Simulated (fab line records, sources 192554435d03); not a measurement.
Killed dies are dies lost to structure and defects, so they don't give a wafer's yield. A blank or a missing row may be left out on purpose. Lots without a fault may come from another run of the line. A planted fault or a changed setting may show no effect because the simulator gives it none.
Which tool did it? | flow n5_finfet | 24 lots, 72 wafers sampled, at 6 steps of a route of 1938

WHAT THE GAUGES READ, wafer by wafer
N5_GATE_CUT_INSPECT_15: inspects for defects (brightfield).
lot  | measured     | on                | raw_defect_count
L074 | day 4 13:57  | defect_inspect-01 | 119 115 117
L076 | day 4 22:02  | defect_inspect-01 | 71 86 92
L075 | day 5 01:10  | defect_inspect-01 | 112 171 201
L077 | day 5 06:50  | defect_inspect-01 | 130 106 83
L078 | day 6 02:32  | defect_inspect-02 | 162 236 108
L079 | day 6 03:31  | defect_inspect-01 | 144 96 138
L080 | day 6 06:06  | defect_inspect-01 | 217 166 116
L081 | day 6 09:02  | defect_inspect-01 | 96 90 161
L082 | day 6 09:52  | defect_inspect-02 | 86 80 75
L083 | day 6 17:23  | defect_inspect-02 | 132 156 186
L084 | day 7 01:12  | defect_inspect-01 | 124 185 214
L085 | day 7 03:39  | defect_inspect-02 | 83 76 138
L086 | day 7 19:55  | defect_inspect-01 | 169 152 213
L087 | day 7 22:31  | defect_inspect-01 | 132 92 131
L088 | day 8 02:05  | defect_inspect-01 | 177 106 116
L089 | day 8 06:03  | defect_inspect-01 | 177 134 158
L090 | day 8 13:38  | defect_inspect-01 | 135 113 109
L091 | day 8 17:22  | defect_inspect-02 | 77 118 111
L092 | day 8 23:01  | defect_inspect-02 | 157 123 113
L093 | day 9 06:49  | defect_inspect-02 | 212 172 148
L094 | day 9 13:20  | defect_inspect-02 | 114 132 205
L095 | day 9 18:04  | defect_inspect-01 | 179 137 134
L096 | day 10 05:56 | defect_inspect-01 | 97 170 191
L097 | day 10 08:57 | defect_inspect-01 | 118 209 180

WHICH TOOL RAN EACH LOT (tool, then ch and the chambers of the sampled wafers, then the start)
lot  | N5_HKMG_FIN_PWFM_ALD_03             | N5_HKMG_FIN_ETCH_35               | N5_HKMG_FIN_NWFM_ALD_20            | N5_GATE_CUT_SAC_CAP_01           | N5_GATE_CUT_HM_DEP_46
L074 | ald_metal-01 ch 0,1,3, day 4 04:41  | rie_diel-01 ch 1,2,3, day 4 05:55 | ald_metal-01 ch 0,1,3, day 4 07:45 | ald_sin-04 ch 0,2, day 4 10:55   | pecvd-01 ch 1,2, day 4 13:31
L076 | ald_metal-01 ch 1,2,3, day 4 12:52  | rie_diel-04 ch 0,1,2, day 4 13:58 | ald_metal-03 ch 0,1,2, day 4 15:38 | ald_sin-04 ch 1,2,3, day 4 18:50 | pecvd-03 ch 0,1,2, day 4 21:29
L075 | ald_metal-01 ch 1,2,3, day 4 15:52  | rie_diel-02 ch 0,1,2, day 4 17:07 | ald_metal-02 ch 1,2, day 4 18:46   | ald_sin-04 ch 0,2,3, day 4 22:08 | pecvd-03 ch 0,1,2, day 5 00:45
L077 | ald_metal-01 ch 1,2,3, day 4 21:35  | rie_diel-02 ch 1,2,3, day 4 22:49 | ald_metal-03 ch 0,1, day 5 00:29   | ald_sin-04 ch 0,3, day 5 03:38   | pecvd-03 ch 0,1,2, day 5 06:26
L078 | ald_metal-03 ch 0,1,2, day 5 17:19  | rie_diel-02 ch 1,2,3, day 5 18:33 | ald_metal-03 ch 0,1,3, day 5 20:19 | ald_sin-04 ch 1,2,3, day 5 23:23 | pecvd-02 ch 0,1, day 6 01:59
L079 | ald_metal-01 ch 2,3, day 5 18:14    | rie_diel-02 ch 2,3, day 5 19:28   | ald_metal-02 ch 0,3, day 5 21:08   | ald_sin-03 ch 1,2, day 6 00:29   | pecvd-03 ch 0,2, day 6 03:05
L080 | ald_metal-01 ch 2,3, day 5 20:22    | rie_diel-02 ch 1,3, day 5 21:47   | ald_metal-03 ch 0,1,2, day 5 23:34 | ald_sin-01 ch 0,1, day 6 02:58   | pecvd-02 ch 0,1,2, day 6 05:40
L081 | ald_metal-01 ch 1,2,3, day 5 23:28  | rie_diel-04 ch 1,2,3, day 6 00:41 | ald_metal-02 ch 1,2, day 6 02:33   | ald_sin-04 ch 0,3, day 6 05:53   | pecvd-01 ch 0,1,2, day 6 08:29
L082 | ald_metal-01 ch 0,1,3, day 6 00:41  | rie_diel-02 ch 2,3, day 6 01:54   | ald_metal-03 ch 0,1,3, day 6 03:46 | ald_sin-03 ch 0,1,3, day 6 06:50 | pecvd-01 ch 0,1,2, day 6 09:26
L083 | ald_metal-03 ch 1,3, day 6 08:23    | rie_diel-01 ch 0,1, day 6 09:29   | ald_metal-02 ch 0,1,3, day 6 11:08 | ald_sin-03 ch 0,3, day 6 14:14   | pecvd-02 ch 0,2, day 6 16:50
L084 | ald_metal-03 ch 0,2,3, day 6 15:46  | rie_diel-02 ch 0,1,2, day 6 16:52 | ald_metal-03 ch 0,2,3, day 6 18:32 | ald_sin-04 ch 0,1,3, day 6 22:11 | pecvd-03 ch 0,1,2, day 7 00:46
L085 | ald_metal-01 ch 0,1,2, day 6 17:21  | rie_diel-04 ch 0,1,3, day 6 18:29 | ald_metal-02 ch 0,1,3, day 6 20:17 | ald_sin-03 ch 0,1,3, day 7 00:37 | pecvd-03 ch 0,1,2, day 7 03:13
L086 | ald_metal-03 ch 0,2,3, day 7 09:31  | rie_diel-01 ch 2,3, day 7 10:37   | ald_metal-03 ch 0,2,3, day 7 12:16 | ald_sin-03 ch 0,1,3, day 7 16:46 | pecvd-02 ch 0,1,2, day 7 19:23
L087 | ald_metal-02 ch 0,1,2, day 7 11:47  | rie_diel-01 ch 0,1,2, day 7 12:54 | ald_metal-02 ch 1,3, day 7 14:38   | ald_sin-01 ch 2,3, day 7 18:34   | pecvd-03 ch 1,2, day 7 21:46
L088 | ald_metal-02 ch 0,1, day 7 15:28    | rie_diel-04 ch 1,2,3, day 7 16:58 | ald_metal-03 ch 0,1, day 7 18:50   | ald_sin-03 ch 2,3, day 7 22:56   | pecvd-02 ch 0,1, day 8 01:32
L089 | ald_metal-03 ch 0,1,2, day 7 20:47  | rie_diel-02 ch 0,3, day 7 22:01   | ald_metal-03 ch 1,2,3, day 7 23:40 | ald_sin-04 ch 0,1, day 8 02:52   | pecvd-01 ch 0,1,2, day 8 05:28
L090 | ald_metal-03 ch 0,1,2, day 8 03:57  | rie_diel-04 ch 1,2,3, day 8 05:11 | ald_metal-02 ch 0,2,3, day 8 06:50 | ald_sin-03 ch 1,2,3, day 8 10:33 | pecvd-03 ch 1,2, day 8 13:13
L091 | ald_metal-01 ch 0,1, day 8 08:20    | rie_diel-01 ch 0,3, day 8 09:26   | ald_metal-02 ch 0,1,2, day 8 11:10 | ald_sin-03 ch 1,2, day 8 14:16   | pecvd-02 ch 0,1, day 8 16:57
L092 | ald_metal-01 ch 1,2,3, day 8 12:58  | rie_diel-04 ch 0,2,3, day 8 14:37 | ald_metal-01 ch 1,2,3, day 8 16:16 | ald_sin-03 ch 2,3, day 8 19:59   | pecvd-03 ch 0,1,2, day 8 22:35
L093 | ald_metal-02 ch 0,1, day 8 21:43    | rie_diel-02 ch 2,3, day 8 22:57   | ald_metal-01 ch 0,1, day 9 00:36   | ald_sin-01 ch 0,2,3, day 9 03:41 | pecvd-03 ch 0,2, day 9 06:16
L094 | ald_metal-01 ch 1,2,3, day 9 04:15  | rie_diel-02 ch 0,1,2, day 9 05:21 | ald_metal-02 ch 0,2,3, day 9 07:01 | ald_sin-03 ch 0,2,3, day 9 10:10 | pecvd-03 ch 0,2, day 9 12:46
L095 | ald_metal-02 ch 0,2,3, day 9 08:41  | rie_diel-01 ch 0,2,3, day 9 09:55 | ald_metal-02 ch 0,1,3, day 9 11:34 | ald_sin-03 ch 0,2, day 9 14:53   | pecvd-01 ch 0,1, day 9 17:31
L096 | ald_metal-01 ch 0,3, day 9 20:49    | rie_diel-04 ch 0,2,3, day 9 22:08 | ald_metal-03 ch 1,2, day 9 23:43   | ald_sin-04 ch 0,1, day 10 02:47  | pecvd-01 ch 0,1,2, day 10 05:25
L097 | ald_metal-03 ch 0,1,3, day 10 00:04 | rie_diel-04 ch 0,2, day 10 01:10  | ald_metal-01 ch 0,2, day 10 02:49  | ald_sin-01 ch 0,1, day 10 05:53  | pecvd-02 ch 1, day 10 08:30
- N5_HKMG_FIN_PWFM_ALD_03: deposits TiN, target thk 2 nm, pulse time 1 s, purge time 3 s.
- N5_HKMG_FIN_ETCH_35: etches SOC in N2/H2, target depth 215.8 nm, time 243.4 s.
- N5_HKMG_FIN_NWFM_ALD_20: deposits TiAlC, target thk 2 nm, pulse time 3 s, purge time 2 s.
- N5_GATE_CUT_SAC_CAP_01: material SiNx, target thk 24 nm, pulse time 1 s, ald cycles 480.
- N5_GATE_CUT_HM_DEP_46: deposits SiO2 from TEOS/O2, target thk 130 nm, time 26.6 s.

WHAT THE TOOLS THEMSELVES READ (means of the sampled wafers that have a number; where no wafer has one, the mark that the record gives instead)
N5_HKMG_FIN_PWFM_ALD_03.
lot  | tool         | chamber_pressure_Torr (Torr) | heater_power_w (W) | precursor_pulse_height_rel
L074 | ald_metal-01 | 3.001                        | 940                | 0.995
L076 | ald_metal-01 | 2.995                        | 904                | 0.994
L075 | ald_metal-01 | 2.998                        | 907                | 1.005
L077 | ald_metal-01 | 2.996                        | 907                | 1.001
L078 | ald_metal-03 | 3.002                        | 966                | 1.003
L079 | ald_metal-01 | 2.999                        | 806                | 1.016
L080 | ald_metal-01 | 3.004                        | 804                | 0.983
L081 | ald_metal-01 | 2.994                        | 925                | 1.014
L082 | ald_metal-01 | 3.004                        | 931                | 0.996
L083 | ald_metal-03 | 2.997                        | 1005               | 0.992
L084 | ald_metal-03 | 2.995                        | 969                | 0.993
L085 | ald_metal-01 | 3.003                        | 962                | 0.997
L086 | ald_metal-03 | 3.005                        | 971                | 1.008
L087 | ald_metal-02 | 3.006                        | 852                | 0.971
L088 | ald_metal-02 | 3.000                        | 818                | 1.007
L089 | ald_metal-03 | 3.006                        | 984                | 0.988
L090 | ald_metal-03 | 3.002                        | 965                | 0.998
L091 | ald_metal-01 | 2.996                        | 1054               | 1.030
L092 | ald_metal-01 | 2.996                        | 905                | 0.992
L093 | ald_metal-02 | 3.002                        | 825                | 1.008
L094 | ald_metal-01 | 3.003                        | 911                | 0.996
L095 | ald_metal-02 | 2.998                        | 905                | 1.007
L096 | ald_metal-01 | 3.002                        | 877                | 0.998
L097 | ald_metal-03 | 3.003                        | 1007               | 0.998

N5_HKMG_FIN_ETCH_35.
lot  | tool        | drypump_motor_current_A (A) | oes_product_au (a.u.) | rf_vpp_V (V) | showerhead_plenum_p_Torr (Torr) | throttle_valve_pct (%)
L074 | rie_diel-01 | 5.9                         | 0.89                  | 142.1        | 2.61                            | 17.66
L076 | rie_diel-04 | 5.5                         | 0.88                  | 140.9        | 2.54                            | 17.81
L075 | rie_diel-02 | 5.3                         | 0.77                  | 142.5        | 2.59                            | 17.99
L077 | rie_diel-02 | 5.1                         | 0.79                  | 141.9        | 2.59                            | 17.79
L078 | rie_diel-02 | 5.1                         | 0.78                  | 141.7        | 2.58                            | 17.80
L079 | rie_diel-02 | 5.4                         | 0.75                  | 142.7        | 2.57                            | 17.70
L080 | rie_diel-02 | 4.8                         | 0.81                  | 142.2        | 2.60                            | 17.91
L081 | rie_diel-04 | 5.5                         | 0.91                  | 141.8        | 2.56                            | 17.80
L082 | rie_diel-02 | 5.4                         | 0.74                  | 142.2        | 2.57                            | 17.71
L083 | rie_diel-01 | 5.4                         | 0.83                  | 141.7        | 2.67                            | 17.69
L084 | rie_diel-02 | 5.3                         | 0.76                  | 141.7        | 2.58                            | 18.01
L085 | rie_diel-04 | 5.6                         | 0.84                  | 142.3        | 2.53                            | 17.81
L086 | rie_diel-01 | 5.9                         | 0.90                  | 143.2        | 2.62                            | 17.55
L087 | rie_diel-01 | 5.7                         | 0.82                  | 143.1        | 2.67                            | 17.70
L088 | rie_diel-04 | 5.5                         | 0.88                  | 141.4        | 2.55                            | 17.82
L089 | rie_diel-02 | 5.3                         | 0.73                  | 142.6        | 2.64                            | 17.95
L090 | rie_diel-04 | 5.5                         | 0.88                  | 141.8        | 2.55                            | 17.81
L091 | rie_diel-01 | 5.6                         | 0.88                  | 142.7        | 2.55                            | 17.62
L092 | rie_diel-04 | 5.6                         | 0.80                  | 142.6        | 2.56                            | 17.86
L093 | rie_diel-02 | 5.2                         | 0.73                  | 141.6        | 2.60                            | 17.76
L094 | rie_diel-02 | 5.3                         | 0.75                  | 142.2        | 2.57                            | 18.04
L095 | rie_diel-01 | 5.7                         | 0.86                  | 142.4        | 2.61                            | 17.61
L096 | rie_diel-04 | 5.6                         | 0.79                  | 141.4        | 2.55                            | 17.86
L097 | rie_diel-04 | 5.7                         | 0.75                  | 142.1        | 2.53                            | 17.91

N5_HKMG_FIN_NWFM_ALD_20.
lot  | tool         | chamber_pressure_Torr (Torr) | heater_power_w (W) | precursor_pulse_height_rel
L074 | ald_metal-01 | 2.996                        | 513                | 1.012
L076 | ald_metal-03 | 3.001                        | 552                | 1.014
L075 | ald_metal-02 | 3.010                        | 476                | 1.000
L077 | ald_metal-03 | 3.008                        | 564                | 0.993
L078 | ald_metal-03 | 3.004                        | 557                | 0.995
L079 | ald_metal-02 | 3.009                        | 519                | 1.002
L080 | ald_metal-03 | 3.000                        | 541                | 1.008
L081 | ald_metal-02 | 3.000                        | 490                | 0.991
L082 | ald_metal-03 | 3.003                        | 554                | 0.980
L083 | ald_metal-02 | 2.996                        | 492                | 1.006
L084 | ald_metal-03 | 3.001                        | 548                | 1.013
L085 | ald_metal-02 | 3.002                        | 491                | 0.995
L086 | ald_metal-03 | 2.999                        | 545                | 1.010
L087 | ald_metal-02 | 2.999                        | 493                | 0.989
L088 | ald_metal-03 | 2.999                        | 559                | 0.996
L089 | ald_metal-03 | 3.000                        | 546                | 1.013
L090 | ald_metal-02 | 2.995                        | 506                | 0.990
L091 | ald_metal-02 | 2.997                        | 477                | 1.005
L092 | ald_metal-01 | 3.004                        | 514                | 1.003
L093 | ald_metal-01 | 3.001                        | 575                | 0.998
L094 | ald_metal-02 | 2.997                        | 505                | 1.017
L095 | ald_metal-02 | 2.994                        | 500                | 0.996
L096 | ald_metal-03 | 2.996                        | 532                | 0.993
L097 | ald_metal-01 | 2.999                        | 509                | 1.010

N5_GATE_CUT_SAC_CAP_01.
lot  | tool       | chamber_pressure_Torr (Torr) | heater_power_w (W) | precursor_pulse_height_rel
L074 | ald_sin-04 | 1.997                        | 933                | 0.996
L076 | ald_sin-04 | 2.005                        | 913                | 1.000
L075 | ald_sin-04 | 2.004                        | 897                | 0.989
L077 | ald_sin-04 | 2.001                        | 862                | 1.015
L078 | ald_sin-04 | 1.998                        | 932                | 1.010
L079 | ald_sin-03 | 2.004                        | 848                | 0.994
L080 | ald_sin-01 | 1.998                        | 924                | 1.007
L081 | ald_sin-04 | 2.004                        | 856                | 0.998
L082 | ald_sin-03 | 1.998                        | 810                | 0.984
L083 | ald_sin-03 | 1.995                        | 780                | 1.014
L084 | ald_sin-04 | 2.000                        | 878                | 1.005
L085 | ald_sin-03 | 2.005                        | 775                | 0.999
L086 | ald_sin-03 | 2.004                        | 793                | 0.986
L087 | ald_sin-01 | 2.006                        | 905                | 0.999
L088 | ald_sin-03 | 2.000                        | 824                | 1.000
L089 | ald_sin-04 | 2.001                        | 897                | 0.993
L090 | ald_sin-03 | 1.999                        | 838                | 0.987
L091 | ald_sin-03 | 2.005                        | 837                | 0.991
L092 | ald_sin-03 | 1.995                        | 860                | 0.996
L093 | ald_sin-01 | 1.999                        | 939                | 1.004
L094 | ald_sin-03 | 2.002                        | 823                | 1.011
L095 | ald_sin-03 | 2.001                        | 846                | 1.007
L096 | ald_sin-04 | 2.004                        | 877                | 0.988
L097 | ald_sin-01 | 2.000                        | 921                | 0.986

N5_GATE_CUT_HM_DEP_46.
lot  | tool     | chamber_pressure_Torr (Torr) | heater_power_w (W) | showerhead_plenum_p_Torr (Torr) | throttle_valve_pct (%)
L074 | pecvd-01 | 6.512                        | 442                | 8.347                           | 18.7
L076 | pecvd-03 | 6.507                        | 607                | 8.334                           | 19.3
L075 | pecvd-03 | 6.488                        | 553                | 8.329                           | 19.3
L077 | pecvd-03 | 6.496                        | 621                | 8.346                           | 19.3
L078 | pecvd-02 | 6.499                        | 456                | 8.347                           | 18.4
L079 | pecvd-03 | 6.509                        | 586                | 8.336                           | 19.9
L080 | pecvd-02 | 6.485                        | 468                | 8.322                           | 18.5
L081 | pecvd-01 | 6.500                        | 424                | 8.326                           | 18.4
L082 | pecvd-01 | 6.514                        | 449                | 8.332                           | 18.4
L083 | pecvd-02 | 6.503                        | 462                | 8.326                           | 18.1
L084 | pecvd-03 | 6.496                        | 528                | 8.349                           | 19.4
L085 | pecvd-03 | 6.522                        | 588                | 8.342                           | 19.3
L086 | pecvd-02 | 6.503                        | 449                | 8.313                           | 18.7
L087 | pecvd-03 | 6.490                        | 665                | 8.351                           | 18.6
L088 | pecvd-02 | 6.516                        | 509                | 8.342                           | 19.0
L089 | pecvd-01 | 6.500                        | 454                | 8.331                           | 18.5
L090 | pecvd-03 | 6.500                        | 666                | 8.355                           | 19.0
L091 | pecvd-02 | 6.516                        | 517                | 8.352                           | 18.6
L092 | pecvd-03 | 6.504                        | 588                | 8.332                           | 19.4
L093 | pecvd-03 | 6.519                        | 649                | 8.331                           | 19.0
L094 | pecvd-03 | 6.483                        | 588                | 8.318                           | 19.8
L095 | pecvd-01 | 6.511                        | 477                | 8.348                           | 18.7
L096 | pecvd-01 | 6.505                        | 464                | 8.327                           | 18.4
L097 | pecvd-02 | 6.495                        | 503                | 8.318                           | 19.5

THE ANSWER, worked out from the rows above alone
Rule: what is usual is taken from the lots themselves. Put in order of their means at a reading, lots are off if they are a third of the lots or fewer, leave a main group of 4 or more, and stand apart from it by a gap of 3 or more times the standard deviation of the main group's means; of several such gaps the widest counts. A main group whose means are all the same, to the digits that the tables above print for the reading, isn't used. A lot without any number at a reading at which 4 lots or more have one is off too. The other lots that the step has rows for count as sound. The gauges are gone through in route order, then the tools' own readings, and for those a lot's mean is taken as printed above. The first step at which some lot is off is used, and at that step the reading that is off furthest; a lot without a number counts as furthest.
No lot is off at any reading shown: from this, nothing can be told.

WHAT THE SIMULATOR HAD PUT IN
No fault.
